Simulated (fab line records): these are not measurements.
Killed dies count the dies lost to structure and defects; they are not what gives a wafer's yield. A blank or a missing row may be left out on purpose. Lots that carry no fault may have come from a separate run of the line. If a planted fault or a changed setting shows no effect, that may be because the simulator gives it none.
8D (eight disciplines) problem report, filled in by code :: flow nand-harc :: the parts of the form that need people (team, actions taken, sign-off) are left out

== 1. WHAT IS WRONG ==
killed-dies at NHARC_END_SORT_01 reads a mean of 576 on 2 wafers of 2 lots; wafers without a fault read 65 with a standard deviation of 20. That is +26 standard deviations from the usual mean.
First observed at day 31 03:18: wafer L715.2, on prober-01. Wafers with a number at this step in the record: 6, from 2 lots. Rule for "out", or "out of limits": more than 4 standard deviations from the usual mean. All remaining wafers that have a number are taken as sound.

== 2. WHAT IT IS AND WHAT IT IS NOT ==
question: which readings at this step
is: killed-dies, killed-at-array
is not: killed-at-periphery, killed-open, killed-short

question: which lots
is: L714, L715
is not: -

question: which wafers of those lots
is: L714.6, L715.2
is not: L714.1, L714.2, L715.3, L715.5

question: read on which gauges
is: prober-01, prober-02
is not: -

question: when
is: from day 31 03:18
is not: up to then (0 sound wafers); but 4 sound wafers of L714, L715 came after

== 3. WHAT RULES OUT EACH SUSPECT ==
Counting: a tool at a process step up to the reading stays a suspect if it ran every lot that is out. Sound lots after the first of them don't rule it out here, since some wafers of a struck lot are sound.
- ruled out: the gauge at NHARC_END_SORT_01. The wafers that are out were read on 2 gauges (prober-01, prober-02).
- pecvd-04 at NHARC_A_CONTACT_DEP_58 (deposits SiON, target thk 90 nm): kept. It ran every lot that is out, first L715 (day 28 10:50).
- Within pecvd-04 at NHARC_A_CONTACT_DEP_58: the wafers that are out ran in chamber 1; their sound lot-mates ran in chambers 0, 2.
The count leaves pecvd-04 at NHARC_A_CONTACT_DEP_58.

== 4. THE CAUSE (what the simulator had put in) ==
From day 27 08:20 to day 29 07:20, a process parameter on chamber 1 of pecvd-04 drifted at NHARC_A_CONTACT_DEP_58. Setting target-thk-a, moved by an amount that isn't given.
Only this tool survived the counting.

== 5. THE CHAIN OF EFFECTS, in route order ==
Rows list readings where the struck wafers' mean (over those with a number) sits beyond 3 standard deviations from the usual. Only readings for which the record gives a usual standard deviation are gone through. hours: the time from each lot's start at the first step in this table that gives one to its start at this step, as a median over the lots. sigmas: the change in usual standard deviations.
hours: 0
step: NHARC_END_SORT_01
reading: killed-at-array
usual: 60
on struck wafers: 570
change: +510
sigmas: +24

hours: 0
step: NHARC_END_SORT_01
reading: killed-dies
usual: 65
on struck wafers: 576
change: +511
sigmas: +26

== 6. WHAT WOULD HAVE CAUGHT IT SOONER ==
91 hours passed between the start of the fault at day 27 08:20 and the first reading out of limits at a measuring or inspecting step in this record, taken at day 31 03:18.
An alarm limit of 4 standard deviations would not have fired on the tool readings at NHARC_A_CONTACT_DEP_58 for which the record gives a usual standard deviation, since none of them was out on any struck wafer.
By day 31 03:18 the whole set of lots that are out, 2 in number, had already begun NHARC_A_CONTACT_DEP_58 on pecvd-04. Holding the tool at that point would not have protected any of them.
